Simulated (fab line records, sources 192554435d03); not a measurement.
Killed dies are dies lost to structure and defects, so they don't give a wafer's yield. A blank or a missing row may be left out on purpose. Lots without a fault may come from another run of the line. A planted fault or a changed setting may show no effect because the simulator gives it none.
Chamber matching | flow n5_finfet | N5_MOL_CONTACT_COAG_ETCH_106 on rie_diel-05: 4 sister chambers
The step etches SOC in N2/H2, target depth 80 nm, overetch 16 nm, time 120 s. 18 wafers are shown with their chamber, then 8 later ones without.

WAFERS WITH THEIR CHAMBER
wafer  | chamber | drypump_motor_current_A (A) | throttle_valve_pct (%) | showerhead_plenum_p_Torr (Torr)
L074.1 | 1       | 6.6                         | 18.30                  | 2.43
L074.2 | 0       | 5.3                         | 18.14                  | 2.37
L074.3 | 2       | 5.5                         | 17.83                  | 2.41
L074.4 | 3       | 5.2                         | 17.70                  | 2.51
L074.5 | 3       | 5.1                         | 17.70                  | 2.51
L074.6 | 2       | 5.4                         | 17.85                  | 2.41
L078.1 | 0       | 5.3                         | 18.16                  | 2.36
L078.2 | 3       | 5.1                         | 17.72                  | 2.51
L078.6 | 3       | 5.1                         | 17.74                  | 2.51
L079.1 | 2       | 5.5                         | 17.87                  | 2.41
L079.3 | 1       | 6.6                         | 18.32                  | 2.42
L079.5 | 1       | 6.6                         | 18.32                  | 2.42
L081.1 | 2       | 5.5                         | 17.86                  | 2.41
L081.3 | 1       | 6.6                         | 18.32                  | 2.42
L081.6 | 0       | 5.3                         | 18.17                  | 2.36
L085.2 | 3       | 5.1                         | 17.74                  | 2.50
L085.5 | 0       | 5.3                         | 18.18                  | 2.36
L085.6 | 3       | 5.1                         | 17.74                  | 2.50

SIGNATURES (means of the wafers above)
reading                  | chamber 0 | chamber 1 | chamber 2 | chamber 3 | scatter within a chamber
drypump_motor_current_A  | 5.300     | 6.600     | 5.475     | 5.117     | 0.0336
throttle_valve_pct       | 18.1625   | 18.3150   | 17.8525   | 17.7233   | 0.0169
showerhead_plenum_p_Torr | 2.3625    | 2.4225    | 2.4100    | 2.5067    | 0.0045
Rule: a wafer's distance from a chamber is the root of the sum, over the readings, of the square of ((its reading less the chamber's mean) divided by the reading's scatter). The wafer belongs to the nearest chamber; if the next one is less than 2 further off, it can't be placed. The scatter: the root of (the sum of the squares of (reading less its chamber's mean) over the shown wafers, divided by (wafers less chambers)).

WAFERS WITHOUT THEIR CHAMBER
wafer  | drypump_motor_current_A (A) | throttle_valve_pct (%) | showerhead_plenum_p_Torr (Torr)
L087.2 | 5.4                         | 17.88                  | 2.40
L087.6 | 5.3                         | 18.19                  | 2.35
L092.1 | 6.6                         | 17.97                  | 2.73
L092.2 | 5.4                         | 17.89                  | 2.40
L092.4 | 5.3                         | 18.22                  | 2.35
L094.1 | 6.6                         | 17.99                  | 2.73
L094.3 | 5.3                         | 18.23                  | 2.35
L094.6 | 6.6                         | 17.99                  | 2.73

WHICH CHAMBER EACH WENT THROUGH
wafer  | from the rows above | in truth
L087.2 | 2                   | 2
L087.6 | 0                   | 0
L092.1 | 3                   | 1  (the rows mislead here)
L092.2 | 2                   | 2
L092.4 | 0                   | 0
L094.1 | 3                   | 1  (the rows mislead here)
L094.3 | 0                   | 0
L094.6 | 3                   | 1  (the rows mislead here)
Placed correctly: 5 of 8. Can't be placed from these rows: 0. Placed wrongly: 3.
